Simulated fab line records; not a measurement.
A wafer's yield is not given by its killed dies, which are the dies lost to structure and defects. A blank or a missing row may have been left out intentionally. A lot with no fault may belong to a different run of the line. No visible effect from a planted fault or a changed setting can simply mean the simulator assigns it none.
A struck lot beside a sound one | flow nand harc | 17 out of 1302 route steps
Sound: these wafers, L829.1, L829.3, L829.4. The struck wafers were L837.2, L837.4, L837.5. The cause is given at the end.
Per side, at each step with rows, come the tool, then ch with its chambers, and then its first start. Under that, the readings that differ: sound wafers | struck wafers | difference of the means | sigmas: that difference in standard deviations of wafers without a fault.
alike: a reading whose means differ by less than 2 such deviations, as well as words and numbers matching on both sides. not compared: withheld readings; readings where some wafer has no value; bounds like >300 that might hide an equal value; numbers whose values overlap and for which the record gives no deviation.
Wherever a step has rows on one side only, a row that says differs or no value, or a row with sigmas, the two part there. Numbers that don't overlap but have no deviation are shown without sigmas and don't part them. Lack of a reading on every wafer of one side parts them only where that side has two or more wafers.

NHARC_A_STAIRCASE_CMP_472: polishes SiO2.
  sound on cmp-02 ch 0,1,3, day 19 22:20; struck on cmp-04 ch 1,3, day 23 18:41
  alike: motor current A
following that, these wafers have no rows for 1 step: NHARC_A_STAIRCASE_SRD_474.
NHARC_A_STAIRCASE_INSPECT_155:
  sound on defect inspect-02, day 19 22:39; struck on defect inspect-02, day 23 19:01
  alike: raw defect count
NHARC_A_SGD_CUT_DEP_00: deposits SiNx, target thk 50 nm.
  sound on pecvd-01 ch 0,2, day 19 22:43; struck on pecvd-04 ch 0,2, day 23 19:08
  reading            | sound       | struck      | difference | sigmas
  heater power w (W) | 685 887 842 | 597 700 622 | -165       | -2
then, 7 steps without rows for these wafers: NHARC_A_SGD_CUT_DEHYDRATE_01 (time 120 s); NHARC_A_SGD_CUT_HMDS_02 (time 30 s); NHARC_A_SGD_CUT_COAT_56 (time 75 s); NHARC_A_SGD_CUT_COAT_57 (time 65 s); NHARC_A_SGD_CUT_COAT_03 (resist thk 90 nm); NHARC_A_SGD_CUT_SOFTBAKE_04 (time 55 s); NHARC_A_SGD_CUT_EBR_05.
NHARC_A_SGD_CUT_EXPOSE_06: exposes mask SGD.
  sound on arfi scanner-02 ch 0, day 19 23:19; struck on arfi scanner-02 ch 0, day 23 19:40
  reading              | sound             | struck               | difference | sigmas
  exposure dose mJ cm2 | 85.40 85.67 85.54 | 109.34 109.28 109.27 | +23.76     | +99 or more
  alike: mask, focus offset nm
then, 2 steps without rows for these wafers: NHARC_A_SGD_CUT_PEB_07 (peb time 65 s); NHARC_A_SGD_CUT_DEVELOP_08 (develop time 35 s).
NHARC_A_SGD_CUT_CD_MEAS_09: target cd 100 nm.
  sound on cd sem-02 ch 0, day 19 23:26; struck on cd sem-02 ch 0, day 23 19:49
  reading    | sound          | struck            | difference | sigmas
  cd nm (nm) | 99.5 99.5 99.8 | 119.5 120.1 119.7 | +20.2      | +25
NHARC_A_SGD_CUT_OVL_MEAS_10:
  sound on overlay-01, day 19 23:32; struck on overlay-02, day 23 19:53
  alike: overlay x nm, overlay y nm
following that, these wafers have no rows for 1 step: NHARC_END_SORT_01.

## WHERE THEY PART
Last at NHARC_A_SGD_CUT_CD_MEAS_09 as far as this record goes, first at NHARC_A_SGD_CUT_DEP_00. Later steps at which nothing parts them and some readings are alike: NHARC_A_SGD_CUT_OVL_MEAS_10.

WHY: what the simulator had put in
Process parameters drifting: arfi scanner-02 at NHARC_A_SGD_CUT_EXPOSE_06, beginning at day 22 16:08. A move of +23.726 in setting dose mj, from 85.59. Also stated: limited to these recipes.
